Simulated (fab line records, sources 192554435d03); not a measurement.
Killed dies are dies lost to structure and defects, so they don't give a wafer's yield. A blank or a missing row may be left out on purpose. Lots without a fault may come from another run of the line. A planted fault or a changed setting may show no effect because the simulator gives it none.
Split-lot experiment | flow n5_finfet | 7 lots, 21 wafers read, on a route of 1938 steps

THE SPLIT
At N5_FIN_SAQP_ETCH_65 (etches SiO2 in CF4, target depth 4 nm, time 4.4 s), the setting time_s was moved away from the recipe's 4.4 s on 5 of the 21 wafers read, by -21.7% to -7.6%. The other wafers ran this setting at the recipe's value.

The reading is taken at the split's own step.

THE READING
etch.depth_nm (the simulator's own value, which no gauge read), in nm, at N5_FIN_SAQP_ETCH_65 (etches SiO2 in CF4, target depth 4 nm, time 4.4 s). The file gives no usual value for it. The 16 wafers here that ran the recipe average 4.081 nm, standard deviation 0.1 nm.

wafer  | tool, chamber at the split | time_s as run, s | against the recipe | etch.depth_nm, nm | against lot-mates on the recipe
L074.2 | rie_si-02, 2               | 3.444            | -21.7%             | 3.036             | no lot-mate on the recipe
L074.4 | rie_si-02, 3               | 3.444            | -21.7%             | 3.191             | no lot-mate on the recipe
L074.6 | rie_si-02, 0               | 3.444            | -21.7%             | 3.124             | no lot-mate on the recipe
L078.1 | rie_si-05, 3               | 4.4              | recipe             | 4.093             | -
L078.2 | rie_si-05, 2               | 3.792            | -13.8%             | 3.324             | -0.763
L078.3 | rie_si-05, 3               | 4.4              | recipe             | 4.08              | -
L080.2 | rie_si-04, 2               | 4.4              | recipe             | 4.15              | -
L080.3 | rie_si-04, 1               | 4.4              | recipe             | 4.18              | -
L080.6 | rie_si-04, 2               | 4.4              | recipe             | 4.158             | -
L089.1 | rie_si-02, 2               | 4.4              | recipe             | 3.874             | -
L089.4 | rie_si-02, 0               | 4.4              | recipe             | 3.981             | -
L089.6 | rie_si-02, 1               | 4.4              | recipe             | 4.003             | -
L093.3 | rie_si-04, 0               | 4.067            | -7.6%              | 3.643             | -0.474
L093.4 | rie_si-04, 3               | 4.4              | recipe             | 4.035             | -
L093.6 | rie_si-04, 1               | 4.4              | recipe             | 4.199             | -
L094.1 | rie_si-02, 1               | 4.4              | recipe             | 4.054             | -
L094.3 | rie_si-02, 0               | 4.4              | recipe             | 4.085             | -
L094.4 | rie_si-02, 3               | 4.4              | recipe             | 4.17              | -
L095.1 | rie_si-02, 3               | 4.4              | recipe             | 4.188             | -
L095.4 | rie_si-02, 3               | 4.4              | recipe             | 4.157             | -
L095.5 | rie_si-02, 2               | 4.4              | recipe             | 3.888             | -

THE FIT
A straight line over all 21 wafers: etch.depth_nm changes by +0.0457 nm for each +1% of time_s; r = +0.97; the points scatter about the line by 0.1 nm.
The same after taking each lot's own level away (the mean of its wafers on the recipe; 18 wafers): +0.0568 nm for each +1%; r = +0.94; scatter 0.074 nm.
On that fit, the largest move of time_s shifts the reading by 1.2 nm.
The lots' own levels span 3.9527 to 4.1627 nm, that is 2.1 times the standard deviation above.
So the lot-to-lot level changes the slope: the two fits differ.
Check: with one of the wafers moved furthest among these (-13.8%) left out of the fit, the line predicts -0.865 nm for it against its lot-mates. It came out at -0.763 nm against them.

OTHER SPLITS ON THESE WAFERS
These wafers also went through other splits before the reading. Each is held against what the fit with the lots' levels taken away leaves over:
other split on the same wafers        | wafers away from the commonest value | r with etch.depth_nm (lot level and that fit taken away)
N5_FIN_SAQP_PECVD_06 time_s           | 7                                    | +0.16
N5_FIN_SAQP_DEVELOP_15 develop_time_s | 9                                    | -0.06
N5_FIN_SAQP_SPACER1_ALD_24 ald_cycles | 7                                    | -0.16

THE FILE'S OWN FIT
etch.depth_nm changes by +0.0569 nm for each +1% of time_s, r = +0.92.
